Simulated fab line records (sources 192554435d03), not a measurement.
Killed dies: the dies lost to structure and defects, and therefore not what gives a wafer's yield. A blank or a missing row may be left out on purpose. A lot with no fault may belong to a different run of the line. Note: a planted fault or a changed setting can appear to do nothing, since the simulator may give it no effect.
A single fault, viewed from 2 desks / flow n5-finfet / what lay behind the numbers comes last; until then each desk has only its own

AT THE TOOL OWNER'S DESK: rie-diel-04
The tool's own readings at N5_GATE_CUT_ETCH_58 (etches SiNx in CH3F/O2, target depth 17 nm, time 128.6 s): means of the sampled wafers that have a number, for each lot that ran on this tool. A lot is out of limits, marked OUT, if its mean lies more than 4 standard deviations from the usual mean; the brackets give that distance.
Columns: A = CH3F_flow_sccm at N5_GATE_CUT_ETCH_58, usual 30.01 sccm; B = drypump-motor-current-A at N5_GATE_CUT_ETCH_58, usual 5.8 A; C = oes-product-au at N5_GATE_CUT_ETCH_58, usual 0.75 a.u.; D = rf-fwd-power-W at N5_GATE_CUT_ETCH_58, usual 413.3 W; E = rf-vpp-V at N5_GATE_CUT_ETCH_58, usual 99.1 V; F = showerhead-plenum-p-Torr at N5_GATE_CUT_ETCH_58, usual 2.00 Torr; G = throttle-valve-pct at N5_GATE_CUT_ETCH_58, usual 16.24 %
lot=L220; first seen here=day 5 23:58; A=29.96; B=5.4; C=0.73; D=415.0; E=99.0; F=2.01; G=16.30
lot=L222; first seen here=day 6 10:25; A=30.02; B=6.0; C=0.71; D=412.0; E=98.6; F=1.95; G=16.25
lot=L232; first seen here=day 8 18:39; A=29.98; B=5.7; C=0.69; D=379.2 (-26) OUT; E=101.6; F=2.00; G=16.25
lot=L233; first seen here=day 9 03:43; A=29.94; B=5.6; C=0.67; D=379.8 (-26) OUT; E=103.0; F=1.94; G=16.35
This desk's finding: out of limits on L232, L233; first on L232, day 8 18:39 (rf-fwd-power-W at N5_GATE_CUT_ETCH_58). Within limits: L220, L222.

METROLOGY DESK
Lot by lot, what the gauges showed, no matter which tool ran the lot: averages of those sampled wafers that carry a number. A lot is out of limits, marked OUT, if its mean lies more than 4 standard deviations from the usual mean; the brackets give that distance. Only the readings that lie furthest out on some lot appear, 7 of the 10 it has.
Columns: A = DIBL_N at N5_BEOL_M4_RC_MEAS_101, usual 37.0 mV/V; B = DIBL_P at N5_BEOL_M4_RC_MEAS_101, usual 37.3 mV/V; C = IOFF_P at N5_BEOL_M4_RC_MEAS_101, usual 0.23 nA/um; D = ION_N at N5_BEOL_M4_RC_MEAS_101, usual 675 uA/um; E = ION_P at N5_BEOL_M4_RC_MEAS_101, usual 460 uA/um; F = VT_N at N5_BEOL_M4_RC_MEAS_101, usual 249 mV; G = VT_P at N5_BEOL_M4_RC_MEAS_101, usual -250 mV
lot=L216; first seen here=day 8 05:23; A=36.8; B=37.1; C=0.23; D=668; E=460; F=249; G=-251
lot=L220; first seen here=day 9 08:11; A=37.7; B=39.0; C=0.24; D=693; E=468; F=249; G=-252
lot=L221; first seen here=day 9 17:25; A=38.3; B=39.6; C=0.21; D=684; E=457; F=247; G=-255
lot=L222; first seen here=day 10 05:55; A=38.4; B=40.1; C=0.27; D=684; E=470; F=248; G=-247
lot=L226; first seen here=day 11 08:12; A=36.5; B=37.4; C=0.26; D=678; E=468; F=248; G=-247
lot=L232; first seen here=day 12 22:43; A=33.8; B=35.4; C=0.16; D=666; E=451; F=253; G=-256
lot=L233; first seen here=day 13 00:56; A=36.2; B=33.8; C=0.19; D=674; E=459; F=252; G=-252
lot=L234; first seen here=day 13 14:05; A=37.4; B=38.5; C=0.22; D=670; E=455; F=248; G=-251
lot=L235; first seen here=day 13 20:28; A=38.9; B=37.3; C=0.22; D=667; E=451; F=250; G=-254
This desk's finding: nothing out of limits on any of the 9 lots.

ALL TOGETHER
On L232, L233, at day 8 18:39, an alarm was possible from the tool owner's desk.
From the metrology desk's view, nothing was out of limits.
The metrology desk holds a record of L232, L233, inside its limits.
All the named lots went through N5_GATE_CUT_ETCH_58 on rie-diel-04.

WHAT HAD BEEN PUT IN BY THE SIMULATOR
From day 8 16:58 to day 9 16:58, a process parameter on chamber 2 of rie-diel-04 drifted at N5_GATE_CUT_ETCH_58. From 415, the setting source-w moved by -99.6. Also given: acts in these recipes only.
Lots struck among those shown: L232, L233.
Time in hours from fault onset to the first out-of-limits reading at each desk: the tool owner's desk, 2.
